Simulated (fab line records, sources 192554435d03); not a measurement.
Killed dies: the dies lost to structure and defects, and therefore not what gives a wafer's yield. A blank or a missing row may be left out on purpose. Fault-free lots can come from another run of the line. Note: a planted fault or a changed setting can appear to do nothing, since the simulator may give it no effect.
Struck lot and sound lot, side by side + flow n5-finfet + 14 steps out of a route of 1938
Sound: the wafers L891.3, L891.4, L891.6. Struck: wafer L885.2. (L885.1, L885.3 of the same lot were not struck and are left out.) The cause comes at the end.
Per side, at each step with rows, come the tool, then ch with its chambers, and then its first start. Under that, the readings that differ: sound wafers + struck wafers + difference of the means + sigmas: that difference in standard deviations of wafers without a fault.
alike: readings with means less than 2 such deviations apart, plus words and numbers identical on both sides. not compared: withheld readings, readings lacking a value on some wafer, bounds such as >300 that could conceal the same value, and numbers that have no deviation in the record and whose values overlap.
The two part at a step that has a row with sigmas, a row that says differs or no value, or rows on one side only. Numbers that don't overlap but have no deviation are shown without sigmas and don't part them. Lack of a reading on every wafer of one side parts them only where that side has two or more wafers.

N5_BEOL_M12_OCD_MEAS_35:
  sound on ocd-02, day 15 11:11; struck on ocd-02, day 13 00:40
  alike: trench-depth-nm
then, 4 steps without rows for these wafers: N5_BEOL_M12_STRIP_37 (strips in N2/H2); N5_BEOL_M12_ETCH_38 (etches SiCN in CF4/N2, target depth 68.7 nm, time 73.4 s); N5_BEOL_M12_PRECLEAN_39 (cleans in residue remover, time 60 s); N5_BEOL_M12_SRD_40 (time 30 s, dry time 30 s).
N5_BEOL_M12_DEGAS_41: time 60 s.
  sound on pvd-sputter-01, day 15 13:28; struck on pvd-sputter-03, day 13 01:05
  alike: heater-power-w
then, 1 step without rows for these wafers: N5_BEOL_M12_PRE_CLEAN_42 (time 30 s).
N5_BEOL_M12_SPUTTER_43: material TaN, target thk 15 nm, time 24.19 s.
  sound on pvd-sputter-01, day 15 13:33; struck on pvd-sputter-03, day 13 01:10
  alike: cathode-dc-power-W, chamber-pressure-pa, throttle-valve-pct
N5_BEOL_M12_SPUTTER_44: material Ta, target thk 10 nm, time 16.13 s.
  sound on pvd-sputter-01, day 15 13:38; struck on pvd-sputter-03, day 13 01:15
  alike: cathode-dc-power-W, chamber-pressure-pa, throttle-valve-pct
N5_BEOL_M12_SPUTTER_45: material Cu, target thk 80 nm, time 13.33 s.
  sound on pvd-sputter-01, day 15 13:43; struck on pvd-sputter-03, day 13 01:20
  alike: cathode-dc-power-W, chamber-pressure-pa, throttle-valve-pct
then, 1 step without rows for these wafers: N5_BEOL_M12_ECD_47 (material Cu, target thk 720 nm).
N5_BEOL_M12_ANNEAL_48: time 90 s.
  sound on rtp-anneal-01 ch 0, day 15 14:04; struck on rtp-anneal-02 ch 0, day 13 01:36
  alike: wafer_temp_C_max
N5_BEOL_M12_CMP_49: polishes, stops on SiOC, t overpolish 20.6 s, target thk 320 nm.
  sound on cmp-01 ch 0,3, day 15 14:22; struck on cmp-03 ch 0, day 13 01:53
| reading                      | sound                | struck | difference | sigmas      |
|------------------------------|----------------------|--------|------------|-------------|
| barrier-field-endpoint-s (s) | 31.8 31.0 31.1       | 60.0   | +28.7      | +40         |
| head-pressure-psi (psi)      | 0.9985 0.9961 1.0001 | 0.5080 | -0.4902    | -99 or more |
| motor-current-A (A)          | 6.5 6.6 6.5          | 4.5    | -2.0       | -3          |
| overpolish-run-s (s)         | 20.595 20.602 20.595 | 6.083  | -14.514    | -99 or more |
  alike: platen-rpm
N5_PASSIVATION_PROBE_49:
  rows exist in the record for the struck wafers here (prober-02, day 14 12:52), but not for the sound ones

== WHERE THEY PART ==
First at N5_BEOL_M12_CMP_49; last, within this record, at N5_PASSIVATION_PROBE_49.

WHY: what had been put in by the simulator
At N5_BEOL_M12_CMP_49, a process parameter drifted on cmp-03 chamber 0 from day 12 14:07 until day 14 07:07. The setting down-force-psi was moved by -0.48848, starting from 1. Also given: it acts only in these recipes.
